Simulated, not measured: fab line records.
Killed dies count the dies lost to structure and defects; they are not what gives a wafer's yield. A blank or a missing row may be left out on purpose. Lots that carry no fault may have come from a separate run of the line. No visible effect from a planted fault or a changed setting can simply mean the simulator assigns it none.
Matching of chambers | flow n5-finfet | N5_BEOL_M6_ETCH_61 on rie-diel-01 has 4 sister chambers
The step etches SiARC in CF4, target depth 45.5 nm, time 75.8 s. 16 wafers are shown with their chamber, then 8 later ones without.

== WAFERS PAIRED WITH THEIR CHAMBERS ==
wafer  | chamber | drypump-motor-current-A (A) | showerhead-plenum-p-Torr (Torr) | throttle-valve-pct (%)
L075.3 | 1       | 6.6                         | 2.12                            | 15.91
L075.5 | 2       | 5.9                         | 2.15                            | 15.50
L075.6 | 3       | 6.1                         | 2.17                            | 15.66
L081.2 | 0       | 6.5                         | 2.26                            | 15.67
L081.4 | 0       | 6.5                         | 2.26                            | 15.70
L081.5 | 3       | 6.1                         | 2.17                            | 15.70
L088.3 | 1       | 6.6                         | 2.12                            | 15.94
L088.4 | 3       | 6.1                         | 2.16                            | 15.72
L088.5 | 1       | 6.6                         | 2.12                            | 15.95
L087.2 | 2       | 5.9                         | 2.14                            | 15.56
L087.3 | 0       | 6.4                         | 2.26                            | 15.70
L087.4 | 3       | 6.1                         | 2.16                            | 15.72
L089.1 | 2       | 5.9                         | 2.14                            | 15.55
L089.3 | 1       | 6.6                         | 2.12                            | 15.95
L089.4 | 3       | 6.1                         | 2.16                            | 15.72
L091.1 | 3       | 6.1                         | 2.16                            | 15.73

SIGNATURES, as means of the wafers listed above
reading                  | chamber 0 | chamber 1 | chamber 2 | chamber 3 | scatter within a chamber
drypump-motor-current-A  | 6.467     | 6.600     | 5.900     | 6.100     | 0.0236
showerhead-plenum-p-Torr | 2.2600    | 2.1200    | 2.1433    | 2.1633    | 0.00408
throttle-valve-pct       | 15.6900   | 15.9375   | 15.5367   | 15.7083   | 0.0242
Rule: a wafer lies at a distance from a chamber equal to the root of the sum of squares, over the readings, of (its reading less the chamber's mean, divided by the reading's scatter). If the next closest chamber is less than 2 further off than the closest, the wafer can't be placed; otherwise it belongs to the closest. The scatter: the root of (the sum of the squares of (reading less its chamber's mean) over the shown wafers, divided by (wafers less chambers)).

== WAFERS WHOSE CHAMBER IS MISSING ==
wafer  | drypump-motor-current-A (A) | showerhead-plenum-p-Torr (Torr) | throttle-valve-pct (%)
L091.2 | 5.9                         | 2.13                            | 15.58
L091.5 | 5.8                         | 2.14                            | 15.59
L095.2 | 6.1                         | 2.16                            | 15.76
L095.4 | 6.4                         | 2.25                            | 15.76
L095.6 | 5.9                         | 2.13                            | 15.59
L097.1 | 6.7                         | 2.11                            | 15.98
L097.2 | 5.9                         | 2.13                            | 15.60
L097.4 | 6.1                         | 2.16                            | 15.76

== CHAMBER TAKEN BY EACH ==
wafer  | from the rows above | in truth
L091.2 | 2                   | 2
L091.5 | 2                   | 2
L095.2 | 3                   | 3
L095.4 | 0                   | 0
L095.6 | 2                   | 2
L097.1 | 1                   | 1
L097.2 | 2                   | 2
L097.4 | 3                   | 3
Correct placement for 8 of the 8. Can't be placed from these rows: 0. Wrongly placed: 0.
